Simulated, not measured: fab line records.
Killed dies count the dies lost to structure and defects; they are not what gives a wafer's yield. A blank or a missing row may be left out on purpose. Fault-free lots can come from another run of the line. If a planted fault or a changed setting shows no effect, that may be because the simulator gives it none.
Which tool did it? ; flow n5 finfet ; 13 lots, 36 wafers sampled, at 4 steps of a route of 1938

== WHAT EACH GAUGE READ, for each wafer ==
N5_BEOL_M8_CD_MEAS_35: target cd 40 nm.
lot;measured;on;cd nm (nm)
L387;day 9 12:59;cd sem-02;38.9 39.6 39.3
L389;day 10 01:05;cd sem-03;40.2 39.4 40.4
L388;day 10 01:10;cd sem-03;39.4 40.1 40.0
L390;day 10 08:29;cd sem-01;40.1 38.8 39.4
L393;day 11 04:15;cd sem-01;39.5
L391;day 11 06:37;cd sem-01;40.2 39.6
L401;day 13 01:26;cd sem-03;40.7 40.7 40.3
L399;day 13 03:20;cd sem-02;39.9 40.1 40.7
L405;day 13 21:08;cd sem-03;40.3 40.4 39.9
L403;day 13 21:24;cd sem-01;40.9 40.3 40.1
L407;day 15 05:10;cd sem-01;39.6 40.2 39.7
L409;day 15 05:35;cd sem-03;40.0 40.0 39.7
L408;day 15 07:35;cd sem-03;39.9 39.9 40.0

N5_BEOL_M8_RS_MEAS_57: the measuring method here is four-point-probe.
lot;measured;on;M8_RS (ohm/sq)
L387;day 9 15:25;film metro-01;0.287 0.288 0.284
L389;day 10 05:31;film metro-01;0.284 0.285 0.289
L388;day 10 07:02;film metro-02;0.283 0.280 0.286
L390;day 10 11:25;film metro-02;0.289 0.282 0.278
L393;day 11 07:07;film metro-01;0.295
L391;day 11 09:44;film metro-02;0.287 0.282
L401;day 13 05:10;film metro-02;0.278 0.277 0.281
L399;day 13 06:13;film metro-02;0.285 0.289 0.293
L405;day 13 23:57;film metro-01;0.285 0.286 0.291
L403;day 14 01:02;film metro-01;0.274 0.279 0.282
L407;day 15 09:00;film metro-01;0.288 0.280 0.291
L409;day 15 09:38;film metro-02;0.283 0.277 0.286
L408;day 15 10:08;film metro-02;0.283 0.280 0.280

== WHAT TOOL EACH LOT RAN ON (gives the tool, then ch and the chambers of the sampled wafers, and finally the start) ==
lot;N5_BEOL_M8_ALD_77;N5_BEOL_M8_CVD_78
L387;ald metal-03 ch 0,1,3, day 9 13:51;cvd co-01 ch 0,2, day 9 14:12
L389;ald metal-04 ch 0,1,3, day 10 02:25;cvd co-02 ch 0,1, day 10 02:45
L388;ald metal-01 ch 1,2, day 10 03:33;cvd co-01 ch 0,2, day 10 05:56
L390;ald metal-04 ch 0,2,3, day 10 09:27;cvd co-02 ch 0,1,2, day 10 09:52
L393;ald metal-01 ch 1, day 11 04:47;cvd co-01 ch 2, day 11 05:27
L391;ald metal-03 ch 0,2, day 11 07:10;cvd co-01 ch 0,1, day 11 07:48
L401;ald metal-01 ch 0,1,3, day 13 03:25;cvd co-02 ch 0,2, day 13 03:59
L399;ald metal-04 ch 1,2,3, day 13 04:28;cvd co-02 ch 0, day 13 05:01
L405;ald metal-01 ch 0,2,3, day 13 22:04;cvd co-02 ch 0,1,2, day 13 22:49
L403;ald metal-04 ch 1,2, day 13 22:16;cvd co-01 ch 0,1,2, day 13 23:05
L407;ald metal-04 ch 2,3, day 15 06:04;cvd co-01 ch 0,2, day 15 06:26
L409;ald metal-01 ch 2,3, day 15 07:25;cvd co-01 ch 0,2, day 15 07:49
L408;ald metal-01 ch 0,1,2, day 15 08:16;cvd co-01 ch 0,2, day 15 08:43
- N5_BEOL_M8_ALD_77: deposits TaN, target thk 2 nm, pulse time 2 s, purge time 3 s.
- N5_BEOL_M8_CVD_78: deposits Co from CCTBA/H2, target thk 2 nm, time 142.3 s.

== WHAT THE TOOLS THEMSELVES READ (means of the sampled wafers that have a number; where no wafer has one, the mark that the record gives instead) ==
N5_BEOL_M8_ALD_77.
lot;tool;heater power w (W)
L387;ald metal-03;428
L389;ald metal-04;421
L388;ald metal-01;452
L390;ald metal-04;407
L393;ald metal-01;479
L391;ald metal-03;398
L401;ald metal-01;456
L399;ald metal-04;404
L405;ald metal-01;449
L403;ald metal-04;420
L407;ald metal-04;379
L409;ald metal-01;458
L408;ald metal-01;444

N5_BEOL_M8_CVD_78.
lot;tool;run length s (s)
L387;cvd co-01;164.4
L389;cvd co-02;165.0
L388;cvd co-01;164.0
L390;cvd co-02;164.9
L393;cvd co-01;164.1
L391;cvd co-01;165.3
L401;cvd co-02;164.8
L399;cvd co-02;164.9
L405;cvd co-02;164.9
L403;cvd co-01;164.4
L407;cvd co-01;164.2
L409;cvd co-01;164.1
L408;cvd co-01;164.2

== THE ANSWER, worked out from the rows above alone ==
Rule: the usual values come from the lots themselves. Put in order of their means at a reading, lots are off if they are a third of the lots or fewer, leave a main group of 4 or more, and stand apart from it by a gap of 3 or more times the standard deviation of the main group's means; of several such gaps the widest counts. A main group is skipped when, at the precision printed for the reading in the tables above, its means are all equal. Also off: a lot with no number at a reading for which 4 or more lots have one. All remaining lots with rows at the step are treated as sound. Order of review: gauges by route order, followed by the tools' own readings, for which a lot's mean as printed above is used. At the first step where some lot is off, the reading lying furthest off is the one used; lots without a number count as furthest.
No lot is off at any reading shown: from this, nothing can be told.

== WHAT THE SIMULATOR HAD PUT IN ==
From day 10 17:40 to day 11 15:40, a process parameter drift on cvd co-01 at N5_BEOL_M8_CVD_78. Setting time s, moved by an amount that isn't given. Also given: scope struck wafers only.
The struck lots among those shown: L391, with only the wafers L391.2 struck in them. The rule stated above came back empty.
